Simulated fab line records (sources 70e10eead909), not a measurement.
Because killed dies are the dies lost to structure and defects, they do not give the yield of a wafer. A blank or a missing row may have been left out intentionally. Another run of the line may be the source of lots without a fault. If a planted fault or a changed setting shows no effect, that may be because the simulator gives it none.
fab line records	flow nandHarc
[record] lots = 13	wafers = 39	lastDay = 34
route steps=1302 shown A_WL_FILL@953 A_CONTACT@983 END@1302
lots with no fault: from the same line, run without faults
startH: hours from the record's first day to the start of the lot's first wafer shown	waitH: hours elapsed since this lot's preceding step	" identical to the entry in the row above	L1.1+2: one row covering several wafers at once	- value missing, or start not given	* or withheld: withheld	< > ~ a bound
route shown NAME@n: a module of which the file shows steps, and the number in the route of the first	usual: mean/standard deviation taken from wafers without a fault	same: alike in all rows	chamber/n: place in a boat	sites: readings site by site	_std_site: standard deviation of those values	_edge_site: inner sites' mean taken away from outer sites' mean	radiusMm: for every site, how far away it sits from the centre of the wafer	mask NAME#n: copy n	behind: the tool/chamber that last shaped the wafer	hold: reason for holding the lot/hours on hold/outcome of the hold	device: whichever transistor did not switch (one of n, p or np)	end of line: at the end of the route, the tests of the same wafers	a step without rows: its recipe alone	killed: count of dies lost to structure and defects at first sort (not the wafer's yield)	map: a wafer's dies, marking killed ones x, the rest . and places with no die _
set.NAME: setting as actually run; set.NAME@STEP: the setting as run at that earlier step	model.NAME: the simulator's own value behind a step, which no gauge read
a sample of lots followed through the steps of the route, with each step as a table and each wafer as a row
services: from which hour (startH, from the record's first day; less than 0 if before it) a tool's chamber was out of use, for how many hours, and why
[[steps]]
[step NHARC_A_WL_FILL_RTA_01]
[recipe] tempC = 1000	timeS = 5
[usual] lampPowerPct = 29.5/1.2	lamp_zone_1_pct = 29.5/1.2	lamp_zone_6_pct = 29.4/1.2	wafer_temp_C_max = 1003.8/1.2
lot.wafer	tool	chamber	startH	waitH	lampPowerPct	lamp_zone_1_pct	lamp_zone_6_pct	wafer_temp_C_max
L955.3	rtpAnneal-01	0	488.89	-	28.6	28.6	28.6	1004.3
L955.5	"	0	"	"	28.7	28.6	28.5	1003.6
L955.6	"	0	"	"	28.6	28.6	28.6	1004.0
L956.2	rtpAnneal-01	0	492.36	-	28.7	28.6	28.6	1003.7
L956.3	"	0	"	"	28.6	28.6	28.6	1004.2
L956.4	"	0	"	"	28.6	28.6	28.5	1003.6
L957.4	rtpAnneal-02	0	492.47	-	31.2	31.1	31.1	1003.6
L957.5	"	0	"	"	31.1	31.2	31.1	1003.4
L957.6	"	0	"	"	31.1	31.2	31.1	1003.7
L958.1	rtpAnneal-01	0	504.47	-	28.6	28.6	28.6	1004.1
L958.2	"	0	"	"	28.6	28.6	28.5	1004.5
L958.3	"	0	"	"	28.7	28.6	28.6	1005.5
L965.2	rtpAnneal-02	0	588.88	-	31.2	31.1	31.1	1003.0
L965.3	"	0	"	"	31.1	31.2	31.1	1003.0
L965.4	"	0	"	"	31.1	31.2	31.1	1002.8
L967.3	rtpAnneal-02	0	628.32	-	31.2	31.1	31.1	1002.9
L967.4	"	0	"	"	31.2	31.2	31.1	1002.4
L967.6	"	0	"	"	31.2	31.1	31.1	1002.5
L968.3	rtpAnneal-01	0	628.33	-	28.6	28.6	28.5	1005.4
L968.4	"	0	"	"	28.6	28.6	28.6	1005.4
L968.6	"	0	"	"	28.7	28.6	28.6	1004.8
L971.3	rtpAnneal-01	0	628.50	-	28.5	28.6	28.5	1003.1
L971.4	"	0	"	"	28.6	28.6	28.6	1005.3
L971.6	"	0	"	"	28.6	28.6	28.5	1003.3
L970.2	rtpAnneal-02	0	628.64	-	31.2	31.2	31.1	1001.6
L970.3	"	0	"	"	31.2	31.2	31.1	1003.1
L970.5	"	0	"	"	31.1	31.2	31.1	1001.9
L973.4	rtpAnneal-02	0	650.08	-	31.2	31.1	31.0	1003.3
L973.5	"	0	"	"	31.2	31.2	31.1	1002.3
L973.6	"	0	"	"	31.2	31.1	31.1	1002.6
L972.4	rtpAnneal-01	0	658.19	-	28.7	28.6	28.6	1005.2
L972.5	"	0	"	"	28.6	28.7	28.5	1003.7
L972.6	"	0	"	"	28.6	28.6	28.6	1003.7
L977.1	rtpAnneal-02	0	702.72	-	31.2	31.1	31.1	1002.9
L977.2	"	0	"	"	31.2	31.2	31.1	1002.3
L977.5	"	0	"	"	31.2	31.1	31.1	1003.0
L976.2	rtpAnneal-01	0	707.68	-	28.6	28.6	28.6	1003.9
L976.3	"	0	"	"	28.6	28.7	28.6	1003.9
L976.5	"	0	"	"	28.6	28.6	28.5	1003.7
[step NHARC_A_WL_FILL_CVD_03]
[recipe] targetThkA = 400	tempC = 300	pressureTorr = 40	wf6FlowSccm = 40	h2FlowSccm = 1600	arFlowSccm = 1560	timeS = 279	material = W
[usual] heaterPowerOuterW = 271/13	heaterPowerW = 470/32	throttleValvePct = 8.1/0.32
lot.wafer	tool	chamber	startH	waitH	heaterPowerOuterW	heaterPowerW	sinceWetCleanH	throttleValvePct
L955.3	cvdW-01	0	489.64	0.2	293	515	-	8.3
L955.6	"	1	"	"	268	445	-	8.0
L955.5	"	0	"	"	291	531	-	8.3
L956.2	cvdW-02	0	493.04	0.1	277	490	30	7.7
L956.4	"	1	"	"	252	430	-	8.4
L956.3	"	0	"	"	277	502	-	7.9
L957.4	cvdW-01	1	493.19	0.2	266	456	-	8.0
L957.5	"	0	"	"	283	518	-	8.3
L957.6	"	1	"	"	264	462	-	8.0
L958.2	cvdW-01	0	505.12	0.1	282	521	126	8.4
L958.1	"	1	"	"	269	457	126	7.9
L958.3	"	0	"	"	297	517	-	8.3
L965.2	cvdW-01	1	589.51	0.1	260	460	30	7.9
L965.4	"	1	"	"	266	455	-	8.0
L965.3	"	0	"	"	273	474	-	8.2
L967.3	cvdW-01	0	629.02	0.2	265	489	-	8.3
L967.4	"	1	"	"	266	457	-	7.9
L967.6	"	1	"	"	268	445	-	8.1
L968.3	cvdW-02	1	629.22	0.3	251	425	-	8.5
L968.4	"	0	"	"	280	492	-	7.7
L968.6	"	1	"	"	257	436	-	8.5
L971.3	cvdW-02	0	629.53	0.4	280	514	-	7.9
L971.4	"	1	"	"	253	420	-	8.5
L971.6	"	0	"	"	282	493	-	8.0
L970.2	cvdW-01	1	629.54	0.3	273	444	70	8.1
L970.3	"	0	"	"	269	479	-	8.4
L970.5	"	0	"	"	267	479	-	8.4
L973.4	cvdW-01	1	650.83	0.2	266	457	-	7.9
L973.6	"	1	"	"	262	439	-	7.9
L973.5	"	0	"	"	268	476	-	8.4
L972.4	cvdW-02	0	658.91	0.2	297	519	-	7.5
L972.5	"	1	"	"	259	428	-	8.3
L972.6	"	0	"	"	287	511	-	7.6
L977.1	cvdW-02	0	703.37	0.1	293	518	59	7.7
L977.2	"	1	"	"	260	445	59	8.5
L977.5	"	0	"	"	290	514	-	7.9
L976.2	cvdW-02	1	708.30	0.1	254	428	64	8.7
L976.3	"	1	"	"	257	445	-	8.5
L976.5	"	1	"	"	263	433	-	8.5
[step NHARC_A_WL_FILL_INSPECT_15]
[usual] rawDefectCount = 467/100
lot.wafer	tool	chamber	startH	waitH	rawDefectCount
L955.3	defectInspect-01	-	505.64	0.0	413
L955.5	"	-	"	"	469
L955.6	"	-	"	"	456
L957.4	defectInspect-01	-	510.12	0.0	625
L957.5	"	-	"	"	427
L957.6	"	-	"	"	417
L956.2	defectInspect-01	-	510.15	0.0	508
L956.3	"	-	"	"	449
L956.4	"	-	"	"	589
L958.1	defectInspect-01	-	524.31	0.0	457
L958.2	"	-	"	"	557
L958.3	"	-	"	"	432
L965.2	defectInspect-01	-	606.43	0.0	366
L965.3	"	-	"	"	391
L965.4	"	-	"	"	356
L970.2	defectInspect-02	-	646.05	0.0	535
L970.3	"	-	"	"	588
L970.5	"	-	"	"	539
L967.3	defectInspect-01	-	646.07	0.0	471
L967.4	"	-	"	"	334
L967.6	"	-	"	"	488
L971.3	defectInspect-01	-	649.07	0.0	498
L971.4	"	-	"	"	596
L971.6	"	-	"	"	492
L968.3	defectInspect-02	-	649.08	0.1	390
L968.4	"	-	"	"	347
L968.6	"	-	"	"	423
L973.4	defectInspect-01	-	667.69	0.0	520
L973.5	"	-	"	"	413
L973.6	"	-	"	"	587
L972.4	defectInspect-01	-	679.05	0.0	351
L972.5	"	-	"	"	377
L972.6	"	-	"	"	406
L977.1	defectInspect-01	-	720.40	0.0	450
L977.2	"	-	"	"	580
L977.5	"	-	"	"	541
L976.2	defectInspect-01	-	725.55	0.0	311
L976.3	"	-	"	"	324
L976.5	"	-	"	"	471
[step NHARC_A_CONTACT_DEP_24]
[recipe] targetThkA = 5000	tempC = 400	pressureTorr = 6.5	rfW = 900	teosFlowSccm = 161.4	flowSccm = 2650	targetThkNm = 500	gas = O2	material = SiO2
[usual] heaterPowerOuterW = 298/60	heaterPowerW = 542/75	throttleValvePct = 15.8/0.57
lot.wafer	tool	chamber	startH	waitH	heaterPowerOuterW	heaterPowerW	sinceWetCleanH	throttleValvePct
L955.3	pecvd-04	1	505.77	0.1	227	451	43	15.8
L955.6	"	0	"	"	209	452	-	15.0
L955.5	"	1	"	"	242	470	-	15.7
L956.2	pecvd-02	0	510.30	0.2	372	637	89	16.1
L956.3	"	1	"	"	334	556	89	15.5
L956.4	"	0	"	"	262	473	-	15.8
L957.6	pecvd-03	1	510.37	0.3	270	532	-	16.1
L957.5	"	2	"	"	408	645	-	16.5
L957.4	"	0	"	"	301	538	-	15.1
L957.6	pecvd-03	1	511.59	-	273	522	-	16.1
L957.5	"	2	"	"	410	664	-	16.3
L957.4	"	0	"	"	298	541	-	15.2
L958.2	pecvd-04	0	524.38	0.1	261	528	61	15.0
L958.1	"	1	"	"	272	507	62	15.5
L958.3	"	2	"	"	317	586	62	15.9
L965.2	pecvd-04	1	606.49	0.1	259	497	144	15.8
L965.3	"	2	"	"	225	460	144	16.0
L965.4	"	1	"	"	271	496	-	15.9
L965.2	pecvd-04	1	607.10	-	257	492	-	15.9
L965.3	"	2	"	"	225	459	-	16.1
L965.4	"	1	"	"	273	517	-	15.9
L970.2	pecvd-04	0	646.12	0.1	268	549	2	14.8
L970.3	"	1	"	"	175	358	2	15.7
L970.5	"	2	"	"	266	512	-	16.0
L967.3	pecvd-03	1	646.20	0.1	306	567	86	16.1
L967.6	"	0	"	"	244	453	-	14.7
L967.4	"	2	"	"	346	587	-	15.9
L971.3	pecvd-02	1	649.14	0.1	335	567	47	16.3
L971.4	"	1	"	"	360	605	-	16.2
L971.6	"	0	"	"	307	533	-	15.9
L968.3	pecvd-03	2	649.14	0.1	380	635	89	15.7
L968.6	"	2	"	"	400	660	-	15.8
L968.4	"	0	"	"	244	437	-	14.5
L973.5	pecvd-04	2	667.94	0.3	266	518	-	16.2
L973.6	"	0	"	"	273	533	-	14.8
L973.4	"	1	"	"	245	453	-	15.7
L972.4	pecvd-03	2	679.30	0.2	422	697	-	16.0
L972.5	"	0	"	"	332	588	-	14.6
L972.6	"	1	"	"	346	623	-	16.2
L977.2	pecvd-03	0	720.47	0.1	307	550	160	14.8
L977.1	"	2	"	"	404	684	161	15.9
L977.5	"	2	"	"	414	706	-	16.1
L976.2	pecvd-04	1	725.62	0.1	232	431	82	16.0
L976.3	"	2	"	"	210	444	82	16.1
L976.5	"	2	"	"	234	479	-	16.3
[step NHARC_END_SORT_01]
[recipe] tempC = 25
[usual] killedAtArray = 58/20	killedAtOther = 0.9/1.4	killedAtPeriphery = 4/3.1	killedDies = 63/20	killedOpen = 3.3/1.8	killedShort = 2.4/1.5
[same] grossDies = 677
lot.wafer	tool	chamber	startH	waitH	killedAtArray	killedAtOther	killedAtPeriphery	killedDies	killedOpen	killedShort
L955.3	prober-01	0	594.89	3.1	41	0	5	46	5	3
L955.5	prober-01	0	596.48	3.7	40	0	7	47	6	2
L955.6	prober-01	0	597.28	4.0	48	1	6	55	2	3
L957.4	prober-01	0	603.47	3.4	106	2	2	110	0	3
L957.5	prober-01	0	604.27	3.7	109	1	1	111	3	1
L957.6	prober-01	0	605.07	4.0	73	0	7	80	2	1
L956.2	prober-02	0	604.26	2.8	59	0	3	62	3	1
L956.3	prober-02	0	605.06	3.1	66	0	2	68	3	6
L956.4	prober-02	0	605.86	3.4	59	1	1	61	4	3
L958.1	prober-01	0	613.92	2.5	60	1	6	67	3	0
L958.2	prober-01	0	614.72	2.8	88	1	2	91	4	2
L958.3	prober-01	0	615.52	3.1	59	2	3	64	1	1
L965.2	prober-01	0	688.57	2.8	65	0	4	69	7	3
L965.3	prober-01	0	689.36	3.1	59	0	4	63	1	2
L965.4	prober-01	0	690.15	3.4	78	1	11	90	2	4
L967.3	prober-01	0	724.15	3.0	64	1	3	68	5	4
L967.4	prober-01	0	724.94	3.3	62	0	6	68	2	0
L967.6	prober-01	0	726.52	4.0	74	1	3	78	4	4
L968.3	prober-01	0	732.00	3.2	54	0	4	58	2	1
L968.4	prober-01	0	732.81	3.5	37	1	2	40	0	1
L968.6	prober-01	0	734.43	4.1	42	0	2	44	4	3
L971.3	prober-02	0	732.15	3.1	67	1	7	75	4	4
L971.4	prober-02	0	732.97	3.5	67	1	3	71	1	2
L971.6	prober-02	0	734.60	4.1	47	0	6	53	4	3
L970.2	prober-01	0	739.08	2.8	39	0	2	41	3	2
L970.3	prober-01	0	739.86	3.1	42	0	5	47	5	0
L970.5	prober-01	0	741.43	3.6	58	0	5	63	3	1
L973.4	prober-02	0	767.43	3.4	94	2	1	97	3	3
L973.5	prober-02	0	768.24	3.7	76	0	1	77	0	3
L973.6	prober-02	0	769.05	4.0	65	0	3	68	3	3
L972.4	prober-01	0	773.68	3.4	56	0	7	63	3	1
L972.5	prober-01	0	774.48	3.7	43	0	8	51	1	1
L972.6	prober-01	0	775.27	4.0	32	0	8	40	3	1
L977.1	prober-02	0	796.74	2.5	44	2	2	48	4	1
L977.2	prober-02	0	797.54	2.8	54	1	2	57	3	1
L977.5	prober-02	0	799.92	3.7	56	3	2	61	3	5
L976.2	prober-02	0	805.29	2.8	26	2	0	28	4	4
L976.3	prober-02	0	806.10	3.1	40	1	3	44	1	4
L976.5	prober-02	0	807.72	3.7	45	1	2	48	1	1
// killed by level:class
L955.3 A_SLIT:chamberFilmFlake=17 A_CHANNEL_HOLE_D2:chamberFilmFlake=6 A_BONDPAD:chamberFilmFlake=5 P_GATE:chamberFilmFlake=4 A_CONTACT:chamberFilmFlake=3 A_SOURCE_PLATE:geometricParticle:short=1 A_CHANNEL_HOLE_D1:geometricParticle:open=1 A_CHANNEL_HOLE_D2:geometricParticle:open=1
L955.5 A_SLIT:chamberFilmFlake=14 A_CHANNEL_HOLE_D2:chamberFilmFlake=7 P_GATE:chamberFilmFlake=4 A_BONDPAD:chamberFilmFlake=4 A_DECK1_JOINT:chamberFilmFlake=2 A_STAIRCASE:chamberFilmFlake=2 A_CONTACT:chamberFilmFlake=2 P_GATE:geometricParticle:short=1
L955.6 A_SLIT:chamberFilmFlake=28 A_CHANNEL_HOLE_D2:chamberFilmFlake=8 A_STAIRCASE:chamberFilmFlake=3 A_BONDPAD:chamberFilmFlake=3 P_M0:geometricParticle:open=2 P_GATE:chamberFilmFlake=2 A_CONTACT:chamberFilmFlake=2 P_GATE:geometricParticle:short=1
L957.4 A_CHANNEL_HOLE_D2:chamberFilmFlake=34 A_CHANNEL_HOLE_D1:chamberFilmFlake=31 A_SLIT:chamberFilmFlake=27 A_CONTACT:chamberFilmFlake=8 A_CHANNEL_FILL_D2:chamberFilmFlake=2 THIN_TSV:chamberFilmFlake=2 A_CHANNEL_HOLE_D1:geometricParticle:short=1 A_CHANNEL_FILL_D2:geometricParticle:short=1
L956.2 A_CHANNEL_HOLE_D1:chamberFilmFlake=36 A_SLIT:chamberFilmFlake=5 A_CHANNEL_HOLE_D2:chamberFilmFlake=4 A_CONTACT:chamberFilmFlake=4 A_STAIRCASE:chamberFilmFlake=3 A_CHANNEL_FILL_D2:chamberFilmFlake=2 P_GATE:chamberFilmFlake=2 P_GATE:geometricParticle:open=1
L957.5 A_CHANNEL_HOLE_D2:chamberFilmFlake=33 A_CHANNEL_HOLE_D1:chamberFilmFlake=32 A_SLIT:chamberFilmFlake=26 A_CONTACT:chamberFilmFlake=7 A_CHANNEL_FILL_D2:chamberFilmFlake=2 A_BONDPAD:chamberFilmFlake=2 A_DECK1_JOINT:geometricParticle:open=1 A_CHANNEL_FILL_D2:geometricParticle:open=1
L956.3 A_CHANNEL_HOLE_D1:chamberFilmFlake=38 A_CHANNEL_HOLE_D2:chamberFilmFlake=7 A_CHANNEL_FILL_D2:chamberFilmFlake=3 A_STAIRCASE:chamberFilmFlake=3 A_CONTACT:chamberFilmFlake=3 A_CHANNEL_HOLE_D1:geometricParticle:short=2 A_CHANNEL_FILL_D2:geometricParticle:short=2 A_SLIT:chamberFilmFlake=2
L957.6 A_CHANNEL_HOLE_D2:chamberFilmFlake=26 A_CHANNEL_HOLE_D1:chamberFilmFlake=19 A_SLIT:chamberFilmFlake=13 A_CONTACT:chamberFilmFlake=5 P_GATE:chamberFilmFlake=3 A_CHANNEL_FILL_D1:chamberFilmFlake=2 A_DECK1_JOINT:chamberFilmFlake=2 A_STAIRCASE:chamberFilmFlake=2
L956.4 A_CHANNEL_HOLE_D1:chamberFilmFlake=39 A_CHANNEL_HOLE_D2:chamberFilmFlake=6 A_CONTACT:chamberFilmFlake=3 A_CHANNEL_FILL_D1:chamberFilmFlake=2 A_CHANNEL_FILL_D1:geometricParticle:open=1 A_DECK1_JOINT:geometricParticle:open=1 A_ONON_D2:geometricParticle:short=1 A_ONON_D2:geometricParticle:open=1
L958.1 A_CHANNEL_HOLE_D2:chamberFilmFlake=28 A_CHANNEL_HOLE_D1:chamberFilmFlake=22 A_CONTACT:chamberFilmFlake=5 P_CONTACT:geometricParticle:open=2 P_ZERO_WELL:chamberFilmFlake=2 P_GATE:chamberFilmFlake=2 A_CHANNEL_FILL_D1:chamberFilmFlake=2 A_STAIRCASE:chamberFilmFlake=2
L958.2 A_CHANNEL_HOLE_D1:chamberFilmFlake=39 A_CHANNEL_HOLE_D2:chamberFilmFlake=38 A_CHANNEL_FILL_D2:chamberFilmFlake=3 A_SLIT:chamberFilmFlake=2 P_CONTACT:geometricParticle:open=1 A_ONON_D1:geometricParticle:open=1 A_CHANNEL_FILL_D1:geometricParticle:short=1 A_SGD_CUT:geometricParticle:short=1
L958.3 A_CHANNEL_HOLE_D1:chamberFilmFlake=32 A_CHANNEL_HOLE_D2:chamberFilmFlake=14 A_CONTACT:chamberFilmFlake=4 A_CHANNEL_FILL_D1:chamberFilmFlake=2 A_DECK1_JOINT:chamberFilmFlake=2 A_CHANNEL_FILL_D2:chamberFilmFlake=2 THIN_TSV:chamberFilmFlake=2 A_CHANNEL_FILL_D1:geometricParticle:open=1
L965.2 A_CHANNEL_HOLE_D1:chamberFilmFlake=30 A_SLIT:chamberFilmFlake=14 A_CHANNEL_HOLE_D2:chamberFilmFlake=5 A_CONTACT:chamberFilmFlake=5 A_STAIRCASE:chamberFilmFlake=3 A_WL_FILL:geometricParticle:short=2 A_M0:geometricParticle:open=2 P_CONTACT:geometricParticle:open=1
L965.3 A_CHANNEL_HOLE_D1:chamberFilmFlake=28 A_SLIT:chamberFilmFlake=14 A_STAIRCASE:chamberFilmFlake=7 A_CHANNEL_HOLE_D2:chamberFilmFlake=5 P_BONDPAD:chamberFilmFlake=2 A_CONTACT:chamberFilmFlake=2 P_M1:geometricParticle:short=1 A_ONON_D1:geometricParticle:short=1
L965.4 A_CHANNEL_HOLE_D1:chamberFilmFlake=34 A_SLIT:chamberFilmFlake=20 A_CHANNEL_HOLE_D2:chamberFilmFlake=11 P_BONDPAD:chamberFilmFlake=4 A_CONTACT:chamberFilmFlake=4 A_STAIRCASE:chamberFilmFlake=3 P_ZERO_WELL:chamberFilmFlake=2 P_GATE:chamberFilmFlake=2
L967.3 A_CHANNEL_HOLE_D1:chamberFilmFlake=28 A_CHANNEL_HOLE_D2:chamberFilmFlake=21 A_CONTACT:chamberFilmFlake=3 A_STAIRCASE:chamberFilmFlake=2 P_CONTACT:geometricParticle:open=1 A_SOURCE_PLATE:geometricParticle:open=1 A_ONON_D1:geometricParticle:short=1 A_ONON_D2:geometricParticle:open=1
L967.4 A_CHANNEL_HOLE_D1:chamberFilmFlake=40 A_CHANNEL_HOLE_D2:chamberFilmFlake=11 A_SLIT:chamberFilmFlake=5 A_STAIRCASE:chamberFilmFlake=5 P_ZERO_WELL:chamberFilmFlake=3 P_BONDPAD:chamberFilmFlake=2 P_CONTACT:geometricParticle:open=1 A_CHANNEL_FILL_D1:geometricParticle:open=1
L967.6 A_CHANNEL_HOLE_D1:chamberFilmFlake=26 A_CHANNEL_HOLE_D2:chamberFilmFlake=25 A_STAIRCASE:chamberFilmFlake=10 A_SLIT:chamberFilmFlake=3 P_ZERO_WELL:chamberFilmFlake=2 A_CONTACT:chamberFilmFlake=2 P_CONTACT:geometricParticle:open=1 A_ONON_D1:geometricParticle:short=1
L968.3 A_SLIT:chamberFilmFlake=28 A_CONTACT:chamberFilmFlake=13 A_CHANNEL_HOLE_D1:chamberFilmFlake=10 A_STAIRCASE:chamberFilmFlake=2 P_GATE:geometricParticle:open=1 P_M1:geometricParticle:short=1 A_CHANNEL_FILL_D2:geometricParticle:open=1 P_M2:chamberFilmFlake=1
L971.3 A_SLIT:chamberFilmFlake=22 A_CHANNEL_HOLE_D2:chamberFilmFlake=18 A_CHANNEL_HOLE_D1:chamberFilmFlake=7 P_GATE:chamberFilmFlake=4 A_CONTACT:chamberFilmFlake=4 A_BLC:chamberFilmFlake=3 A_CHANNEL_FILL_D2:geometricParticle:open=2 A_M1:geometricParticle:short=2
L968.4 A_SLIT:chamberFilmFlake=13 A_CHANNEL_HOLE_D1:chamberFilmFlake=7 A_STAIRCASE:chamberFilmFlake=7 A_CONTACT:chamberFilmFlake=5 A_CHANNEL_HOLE_D2:chamberFilmFlake=3 P_CONTACT:geometricParticle:short=1 P_M2:chamberFilmFlake=1 A_DECK1_JOINT:chamberFilmFlake=1
L971.4 A_SLIT:chamberFilmFlake=31 A_CHANNEL_HOLE_D2:chamberFilmFlake=16 A_CONTACT:chamberFilmFlake=5 A_CHANNEL_HOLE_D1:chamberFilmFlake=4 A_BLC:chamberFilmFlake=3 P_GATE:chamberFilmFlake=2 A_STAIRCASE:chamberFilmFlake=2 P_M0:geometricParticle:open=1
L968.6 A_CHANNEL_HOLE_D1:chamberFilmFlake=15 A_SLIT:chamberFilmFlake=13 A_STAIRCASE:chamberFilmFlake=6 A_WL_FILL:geometricParticle:open=2 P_GATE:geometricParticle:open=1 P_CONTACT:geometricParticle:open=1 A_DECK1_JOINT:geometricParticle:short=1 A_CHANNEL_FILL_D2:geometricParticle:short=1
L971.6 A_SLIT:chamberFilmFlake=16 A_CHANNEL_HOLE_D2:chamberFilmFlake=6 A_CHANNEL_HOLE_D1:chamberFilmFlake=5 A_CONTACT:chamberFilmFlake=5 A_STAIRCASE:chamberFilmFlake=3 A_ONON_D1:geometricParticle:open=2 A_CHANNEL_FILL_D2:chamberFilmFlake=2 P_GATE:chamberFilmFlake=2
L970.2 A_CHANNEL_HOLE_D1:chamberFilmFlake=27 A_STAIRCASE:chamberFilmFlake=3 A_WL_FILL:chamberFilmFlake=2 A_SLIT:chamberFilmFlake=2 P_CONTACT:geometricParticle:open=1 A_DECK1_JOINT:geometricParticle:short=1 A_ONON_D2:geometricParticle:short=1 A_CHANNEL_FILL_D2:geometricParticle:open=1
L970.3 A_CHANNEL_HOLE_D1:chamberFilmFlake=33 A_SLIT:chamberFilmFlake=3 P_M2:chamberFilmFlake=2 A_STAIRCASE:chamberFilmFlake=2 P_CONTACT:geometricParticle:open=1 P_M1:geometricParticle:open=1 P_M2:geometricParticle:open=1 A_CHANNEL_FILL_D1:geometricParticle:open=1
L970.5 A_CHANNEL_HOLE_D1:chamberFilmFlake=40 A_SLIT:chamberFilmFlake=5 A_CONTACT:chamberFilmFlake=5 A_CONTACT:geometricParticle:open=2 P_M2:chamberFilmFlake=2 A_STAIRCASE:chamberFilmFlake=2 P_M0:geometricParticle:open=1 A_DECK1_JOINT:geometricParticle:short=1
L973.4 A_CHANNEL_HOLE_D1:chamberFilmFlake=35 A_CHANNEL_HOLE_D2:chamberFilmFlake=30 A_SLIT:chamberFilmFlake=9 A_CONTACT:chamberFilmFlake=6 A_BONDPAD:chamberFilmFlake=6 A_CHANNEL_FILL_D1:chamberFilmFlake=3 A_DECK1_JOINT:geometricParticle:open=1 A_DECK1_JOINT:geometricParticle:short=1
L973.5 A_CHANNEL_HOLE_D2:chamberFilmFlake=30 A_CHANNEL_HOLE_D1:chamberFilmFlake=27 A_CONTACT:chamberFilmFlake=7 A_BONDPAD:chamberFilmFlake=6 A_CHANNEL_FILL_D1:geometricParticle:short=3 A_SLIT:chamberFilmFlake=3 P_GATE:chamberFilmFlake=1
L973.6 A_CHANNEL_HOLE_D1:chamberFilmFlake=28 A_CHANNEL_HOLE_D2:chamberFilmFlake=14 A_CONTACT:chamberFilmFlake=6 A_SLIT:chamberFilmFlake=5 A_BONDPAD:chamberFilmFlake=4 P_CONTACT:geometricParticle:open=1 P_M0:geometricParticle:short=1 A_BLC:geometricParticle:open=1
L972.4 A_SLIT:chamberFilmFlake=25 A_CHANNEL_HOLE_D1:chamberFilmFlake=14 A_BONDPAD:chamberFilmFlake=5 A_STAIRCASE:chamberFilmFlake=4 A_CHANNEL_HOLE_D2:chamberFilmFlake=3 P_STI:chamberFilmFlake=2 P_GATE:chamberFilmFlake=2 P_M0:chamberFilmFlake=2
L972.5 A_SLIT:chamberFilmFlake=26 A_CHANNEL_HOLE_D1:chamberFilmFlake=12 P_M0:chamberFilmFlake=5 P_STI:geometricParticle:short=1 A_M1:geometricParticle:open=1 P_STI:chamberFilmFlake=1 P_GATE:chamberFilmFlake=1 A_CHANNEL_HOLE_D2:chamberFilmFlake=1
L972.6 A_SLIT:chamberFilmFlake=19 P_STI:chamberFilmFlake=5 A_CHANNEL_HOLE_D1:chamberFilmFlake=5 A_CHANNEL_HOLE_D2:chamberFilmFlake=3 A_CONTACT:chamberFilmFlake=2 P_CONTACT:geometricParticle:open=1 P_M2:geometricParticle:open=1 A_SOURCE_PLATE:geometricParticle:short=1
L977.1 A_CHANNEL_HOLE_D2:chamberFilmFlake=16 A_SLIT:chamberFilmFlake=11 A_CONTACT:chamberFilmFlake=8 A_CHANNEL_FILL_D1:geometricParticle:open=2 A_M0:chamberFilmFlake=2 THIN_TSV:chamberFilmFlake=2 P_M1:geometricParticle:short=1 A_ONON_D1:geometricParticle:open=1
L977.2 A_CHANNEL_HOLE_D2:chamberFilmFlake=38 A_CONTACT:chamberFilmFlake=5 A_SLIT:chamberFilmFlake=4 P_M0:geometricParticle:open=2 A_M0:chamberFilmFlake=2 A_CHANNEL_FILL_D2:geometricParticle:open=1 STARTING-WAFER:geometricParticle:short=1 A_CHANNEL_HOLE_D1:chamberFilmFlake=1
L977.5 A_CHANNEL_HOLE_D2:chamberFilmFlake=33 A_SLIT:chamberFilmFlake=9 A_CONTACT:chamberFilmFlake=4 THIN_TSV:chamberFilmFlake=3 A_DECK1_JOINT:geometricParticle:short=2 A_M0:chamberFilmFlake=2 P_GATE:geometricParticle:open=1 P_M0:geometricParticle:open=1
L976.2 A_SLIT:chamberFilmFlake=12 A_CHANNEL_FILL_D1:geometricParticle:short=2 A_WL_FILL:chamberFilmFlake=2 THIN_TSV:chamberFilmFlake=2 A_ONON_D1:geometricParticle:open=1 A_CHANNEL_FILL_D2:geometricParticle:open=1 A_WL_FILL:geometricParticle:short=1 A_CONTACT:geometricParticle:open=1
L976.3 A_SLIT:chamberFilmFlake=28 A_CONTACT:chamberFilmFlake=5 A_WL_FILL:chamberFilmFlake=3 P_STI:chamberFilmFlake=2 P_M0:geometricParticle:short=1 A_ONON_D1:geometricParticle:open=1 A_DECK1_JOINT:geometricParticle:short=1 A_SGD_CUT:geometricParticle:short=1
L976.5 A_SLIT:chamberFilmFlake=35 A_CONTACT:chamberFilmFlake=3 P_STI:chamberFilmFlake=2 A_CHANNEL_HOLE_D2:chamberFilmFlake=2 A_WL_FILL:chamberFilmFlake=2 A_DECK1_JOINT:geometricParticle:short=1 A_BLC:geometricParticle:open=1 A_M0:chamberFilmFlake=1
[[services]]
tool	chamber	startH	hours	kind
pecvd-04	2	474.05	12.7	repair
pecvd-03	2	484.57	12.3	repair
pecvd-02	-	493.33	3.3	repair
pecvd-04	1	517.90	5.6	repair
cvdW-02	0	520.66	10.7	repair
cvdW-01	1	535.24	-	calibration
cvdW-01	-	547.00	13.0	pm
cvdW-01	0	547.00	13.0	ventCycle
cvdW-01	1	547.00	13.0	ventCycle
pecvd-03	-	547.08	13.0	pm
cvdW-01	0	560.00	-	clean
cvdW-01	1	560.00	-	clean
cvdW-02	-	572.21	0.9	repair
pecvd-04	-	582.43	0.5	repair
pecvd-02	-	589.66	13.0	pm
pecvd-02	-	605.25	0.8	repair
pecvd-04	2	622.94	3.1	repair
cvdW-02	-	631.00	13.0	pm
pecvd-04	-	631.08	13.0	pm
pecvd-04	0	631.08	13.0	ventCycle
pecvd-04	1	631.08	13.0	ventCycle
cvdW-01	-	676.37	1.7	repair
cvdW-01	-	695.34	2.8	repair
cvdW-01	0	706.43	3.3	repair
[[key]]
[firstSign] step = NHARC_A_CONTACT_DEP_24	reading = visit	direction = added
effect none on later readings
metAt NHARC_A_CONTACT_DEP_24
struckLots L957,L965
testerLeftOut L957,L965
notActingAt NHARC_A_WL_FILL_RTA_01,NHARC_A_WL_FILL_CVD_03,NHARC_A_WL_FILL_INSPECT_15
[fault] kind = repeatedStepWhole	tool = pecvd-02,pecvd-03,pecvd-04	chamber = -	onsetH = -	steps = NHARC_A_CONTACT_DEP_24	times = 1	scope = struckLotsOnly
// testerLeftOut: of these lots the tester's yield and bins aren't shown, on N5 and GAA mostly nor the transistor test; their killed dies are dies lost to structure and defects alone, not to doping, threshold or leakage, so they don't give the yield
